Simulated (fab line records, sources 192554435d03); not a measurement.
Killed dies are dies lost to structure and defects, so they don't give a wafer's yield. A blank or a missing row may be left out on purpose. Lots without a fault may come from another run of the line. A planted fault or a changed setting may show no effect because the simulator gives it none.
fab line records | flow n5_finfet | part 2 of 2: steps 5 to 6 of 6
record lots=23 wafers=69 last_day=17
route steps=1938 shown BEOL_M10@1530 BEOL_M11@1556
lots that met no fault: from a run of the same line without faults
start_h: hours from the record's first day to the start of the lot's first wafer shown | wait_h: hours since the lot's step before | " the same as in the row above | L1.1+2: a row that stands for several wafers | - no value, or no start given | * or withheld: withheld | < > ~ a bound
route shown NAME@n: a module of which the file shows steps, and the number in the route of the first | usual: mean/standard deviation of fault-free wafers | same: alike in all rows | chamber/n: place in a boat | sites: the reading at each site | _std_site: their standard deviation | _edge_site: outer sites' mean less inner sites' | radius_mm: how far each site lies from the wafer's centre | mask NAME#n: copy n | behind: the tool/chamber that last shaped the wafer | hold: why the lot was held/for how many hours/how that ended | device: the transistor (n, p or np) that didn't switch | end of line: the same wafers' tests at the end of the route | a step without rows: its recipe alone | killed: dies lost to structure and defects at the first sort, not the wafer's yield | map: a wafer's dies, x killed, . not, _ none there
set.NAME: the setting as run; set.NAME@STEP: as run at that earlier step | model.NAME: the simulator's own value behind a step, which no gauge read
steps of the route over a sample of lots; a table a step, a row a wafer
services: from which hour (start_h, from the record's first day; less than 0 if before it) a tool's chamber was out of use, for how many hours, and why
## steps
# step N5_BEOL_M11_OVL_MEAS_29
# recipe points_per_wafer=44
# usual V10_OVL=0.2/0.77
# columns lot.wafer tool chamber start_h wait_h V10_OVL[nm]
L074.1 overlay-02 0 219.79 0.0 0.3
L074.2 " 0 " " 1.3
L074.5 " 0 " " 0.3
L076.1 overlay-02 0 227.46 0.0 0.5
L076.2 " 0 " " 0.3
L076.4 " 0 " " 0.8
L075.1 overlay-02 0 230.81 0.0 1.1
L075.2 " 0 " " 0.8
L075.3 " 0 " " 1.2
L077.2 overlay-01 0 233.75 0.0 0.7
L077.3 " 0 " " 1.3
L077.5 " 0 " " 1.3
L078.2 overlay-02 0 251.70 0.0 0.0
L078.3 " 0 " " 0.4
L078.6 " 0 " " 1.0
L079.1 overlay-02 0 263.89 0.0 0.2
L079.4 " 0 " " -0.8
L079.6 " 0 " " 0.1
L080.4 overlay-02 0 264.06 0.0 -1.1
L080.5 " 0 " " 0.9
L080.6 " 0 " " -1.1
L081.3 overlay-01 0 270.95 0.0 -0.1
L081.4 " 0 " " -0.3
L081.5 " 0 " " -0.2
L084.1 overlay-02 0 281.03 0.0 0.2
L084.2 " 0 " " -0.4
L084.6 " 0 " " 0.4
L083.2 overlay-02 0 281.49 0.0 0.2
L083.4 " 0 " " -0.4
L083.6 " 0 " " -0.1
L085.1 overlay-01 0 302.11 0.0 1.3
L085.5 " 0 " " 0.8
L085.6 " 0 " " 0.8
L087.1 overlay-01 0 304.47 0.0 -1.2
L087.5 " 0 " " -0.7
L087.6 " 0 " " 0.1
L086.1 overlay-02 0 311.76 0.0 0.3
L086.2 " 0 " " 0.4
L086.4 " 0 " " 0.4
L089.1 overlay-01 0 311.93 0.0 1.1
L089.3 " 0 " " 0.9
L089.4 " 0 " " 0.3
L088.1 overlay-01 0 332.56 0.0 -0.6
L088.4 " 0 " " 0.0
L088.5 " 0 " " 0.1
L090.3 overlay-01 0 334.68 0.0 -0.3
L090.5 " 0 " " 0.1
L090.6 " 0 " " 0.6
L092.2 overlay-02 0 338.83 0.0 0.1
L092.4 " 0 " " 0.1
L092.6 " 0 " " -0.4
L091.1 overlay-01 0 339.27 0.0 0.9
L091.4 " 0 " " -0.3
L091.5 " 0 " " 0.7
L093.1 overlay-02 0 358.38 0.0 -0.2
L093.4 " 0 " " -0.2
L093.6 " 0 " " -0.7
L094.1 overlay-02 0 363.88 0.0 -0.3
L094.2 " 0 " " -0.6
L094.6 " 0 " " -0.5
L097.1 overlay-01 0 367.77 0.0 1.3
L097.2 " 0 " " 1.7
L097.3 " 0 " " 1.4
L095.3 overlay-01 0 371.54 0.0 0.2
L095.5 " 0 " " 0.7
L095.6 " 0 " " 0.9
L096.1 overlay-02 0 371.72 0.0 -0.9
L096.4 " 0 " " 0.0
L096.6 " 0 " " -0.1
# step N5_BEOL_M11_DESCUM_33
# recipe chemistry=O2 time_s=7.9 source_power_w=50 bias_power_w=20 pressure_mtorr=20 rf_frequency_hz=2.712e+07 temp_c=40 resist=CAR-ArF o2_flow_sccm=225
# usual chamber_pressure_mTorr=20.001/0.017 drypump_motor_current_A=5.54/0.26 oes_product_au=0.81/0.092 rf_vpp_V=243.5/1.2 showerhead_plenum_p_Torr=2.10/0.07 temp_c=40.01/0.13 throttle_valve_pct=20.36/0.21
# columns lot.wafer tool chamber start_h wait_h chamber_pressure_mTorr drypump_motor_current_A oes_product_au rf_hours_counter_h rf_vpp_V showerhead_plenum_p_Torr temp_c throttle_valve_pct
L074.1 rie_diel-06 1 219.84 0.0 20.018 5.32 0.67 228 243.4 2.07 40.01 20.60
L074.2 " 0 " " 19.998 5.77 0.69 240 243.0 2.05 40.08 20.59
L074.5 " 1 " " 20.009 5.28 0.67 - 243.2 2.07 39.93 20.61
L076.1 rie_diel-06 2 227.52 0.0 20.042 5.41 0.72 193 243.3 2.17 40.20 20.27
L076.2 " 1 " " 19.995 5.32 0.68 230 243.8 2.07 39.91 20.61
L076.4 " 0 " " 19.995 5.81 0.68 243 243.2 2.05 39.99 20.57
L075.1 rie_diel-06 1 230.87 0.0 20.000 5.30 0.67 231 243.0 2.06 39.90 20.61
L075.2 " 3 " " 20.021 5.94 0.84 82 245.4 2.22 40.03 20.14
L075.3 " 0 " " 20.000 5.78 0.69 244 243.2 2.05 40.13 20.58
L077.2 rie_diel-02 1 233.89 0.1 19.993 5.65 0.80 79 242.6 2.03 40.33 20.47
L077.3 " 2 " " 19.988 5.87 0.82 93 242.9 2.12 39.98 20.03
L077.5 " 2 " " 20.000 5.83 0.82 - 243.5 2.12 40.07 20.01
L078.2 rie_diel-02 0 251.87 0.1 19.998 5.09 0.97 1 243.3 2.16 39.87 20.21
L078.3 " 2 " " 19.993 5.84 0.82 99 244.5 2.12 40.10 20.02
L078.6 " 2 " " 19.953 5.86 0.82 - 242.1 2.12 40.06 20.03
L079.1 rie_diel-02 2 264.34 0.4 19.984 5.82 0.81 102 245.3 2.11 40.22 20.03
L079.4 " 3 " " 20.005 5.32 0.73 180 240.4 2.00 40.03 20.51
L079.6 " 1 " " 19.975 5.65 0.80 - 242.9 2.02 40.17 20.47
L080.4 rie_diel-06 3 264.63 0.5 19.980 5.89 0.83 - 245.1 2.21 39.97 20.14
L080.5 " 3 " " 19.999 5.90 0.82 - 244.8 2.21 39.98 20.14
L080.6 " 2 " " 20.006 5.40 0.71 - 244.4 2.17 39.76 20.27
L081.3 rie_diel-02 1 271.01 0.0 19.980 5.64 0.80 87 242.4 2.02 39.94 20.48
L081.4 " 2 " " 19.985 5.84 0.81 104 243.1 2.11 40.24 20.03
L081.5 " 3 " " 20.000 5.33 0.74 - 242.3 1.99 40.25 20.51
L084.1 rie_diel-02 1 281.08 0.0 19.996 5.67 0.80 91 242.5 2.02 40.06 20.48
L084.2 " 3 " " 19.986 5.34 0.72 186 242.0 1.99 39.97 20.51
L084.6 " 1 " " 19.992 5.67 0.79 - 242.4 2.02 40.06 20.47
L083.2 rie_diel-01 0 281.54 0.0 20.008 5.41 0.73 183 242.2 2.00 39.96 20.62
L083.4 " 3 " " 19.985 5.17 0.81 85 243.7 2.12 40.15 20.69
L083.6 " 1 " " 19.998 5.46 0.91 - 244.0 2.15 39.87 20.05
L085.1 rie_diel-01 1 302.17 0.0 19.997 5.48 0.91 36 243.9 2.15 39.89 20.03
L085.5 " 1 " " 19.990 5.50 0.92 - 243.9 2.15 39.96 20.07
L085.6 " 2 " " 19.993 5.74 0.95 - 244.3 2.14 40.03 20.53
L087.1 rie_diel-02 1 304.52 0.0 20.004 5.67 0.79 100 242.3 2.02 40.08 20.50
L087.5 " 2 " " 20.012 5.82 0.80 - 242.6 2.11 40.17 20.07
L087.6 " 1 " " 19.978 5.69 0.80 - 242.4 2.02 39.99 20.50
L086.1 rie_diel-01 2 311.82 0.0 20.000 5.73 0.94 14 244.6 2.14 40.13 20.54
L086.2 " 1 " " 19.952 5.47 0.91 39 243.4 2.15 40.01 20.06
L086.4 " 0 " " 20.018 5.40 0.73 192 241.4 2.00 40.00 20.64
L089.1 rie_diel-02 3 311.99 0.0 20.001 5.32 0.73 197 241.0 1.99 40.24 20.53
L089.3 " 1 " " 19.991 5.64 0.79 103 242.6 2.02 39.93 20.50
L089.4 " 2 " " 20.023 5.87 0.80 119 243.3 2.11 40.14 20.07
L088.1 rie_diel-01 2 332.62 0.0 20.009 5.74 0.92 21 244.8 2.14 39.82 20.57
L088.4 " 0 " " 19.999 5.41 0.72 - 242.4 2.00 39.99 20.67
L088.5 " 3 " " 20.018 5.15 0.80 - 242.4 2.11 39.95 20.76
L090.3 rie_diel-06 2 334.74 0.0 19.983 5.44 0.69 227 243.7 2.16 39.91 20.30
L090.5 " 1 " " 19.995 5.33 0.66 - 242.7 2.06 40.14 20.64
L090.6 " 0 " " 20.009 5.78 0.93 - 244.8 2.04 39.99 20.24
L092.2 rie_diel-06 2 338.89 0.0 19.989 5.42 0.69 228 244.0 2.16 39.94 20.33
L092.4 " 1 " " 20.021 5.27 0.66 250 243.5 2.06 39.74 20.65
L092.6 " 2 " " 20.036 5.38 0.69 - 243.5 2.16 40.18 20.33
L091.1 rie_diel-01 1 339.37 0.1 20.018 5.52 0.90 41 245.1 2.14 40.16 20.04
L091.4 " 3 " " 20.008 5.13 0.80 102 243.7 2.11 40.04 20.75
L091.5 " 2 " " 19.997 5.80 0.92 - 243.0 2.14 40.18 20.57
L093.1 rie_diel-02 3 358.70 0.3 20.015 5.33 0.71 210 241.5 1.99 40.18 20.56
L093.4 " 2 " " 19.980 5.80 0.79 132 244.1 2.10 39.88 20.09
L093.6 " 2 " " 19.999 5.80 0.79 - 244.2 2.10 39.88 20.07
L094.1 rie_diel-06 1 364.06 0.2 20.032 5.29 1.00 3 243.3 2.06 39.88 20.26
L094.2 " 2 " " 19.992 5.38 0.69 239 245.6 2.15 39.95 20.34
L094.6 " 3 " " 20.005 5.86 0.79 - 244.5 2.20 39.72 20.18
L097.1 rie_diel-06 2 367.83 0.0 20.001 5.41 0.69 239 244.0 2.15 39.78 20.33
L097.2 " 3 " " 20.008 5.89 0.79 125 245.3 2.20 40.04 20.18
L097.3 " 1 " " 20.028 5.28 1.00 4 243.1 2.06 40.05 20.24
L095.3 rie_diel-02 0 371.60 0.0 20.027 5.11 0.86 39 243.0 2.14 40.03 20.27
L095.5 " 0 " " 20.009 5.13 0.87 - 243.5 2.14 40.13 20.28
L095.6 " 3 " " 20.019 5.33 0.72 - 241.5 1.98 39.92 20.56
L096.1 rie_diel-06 2 372.15 0.4 20.007 5.41 0.68 241 244.2 2.15 40.08 20.35
L096.4 " 0 " " 20.014 5.79 0.90 28 243.2 2.04 40.02 20.27
L096.6 " 0 " " 19.995 5.78 0.90 - 242.6 2.04 40.08 20.26
## services
# columns tool chamber start_h hours kind
cmp-04 - 218.55 3.3 repair
cmp-01 - 225.54 12.0 repair
cmp-04 - 229.50 0.2 repair
cmp-04 - 231.14 4.0 pm
rie_diel-01 2 235.33 5.0 repair
rie_metal-01 - 243.20 14.6 pm
rie_diel-02 1 243.32 8.0 repair
rie_metal-02 1 247.55 14.2 repair
cmp-03 - 255.72 0.7 repair
cmp-03 - 284.42 4.0 pm
cmp-03 - 289.44 0.2 repair
cmp-04 - 291.07 1.2 repair
cmp-01 - 295.21 4.1 pm
cmp-04 - 309.07 2.0 repair
rie_diel-01 1 313.05 21.1 repair
rie_metal-03 - 321.59 1.4 pm
cmp-03 - 324.48 4.0 pm
cmp-01 - 324.88 0.4 repair
rie_metal-02 1 326.92 5.5 repair
rie_diel-06 3 342.18 7.7 repair
rie_diel-06 0 344.37 5.4 repair
cmp-03 - 358.34 1.8 repair
cmp-01 - 361.87 4.0 pm
rie_metal-02 0 366.10 2.4 repair
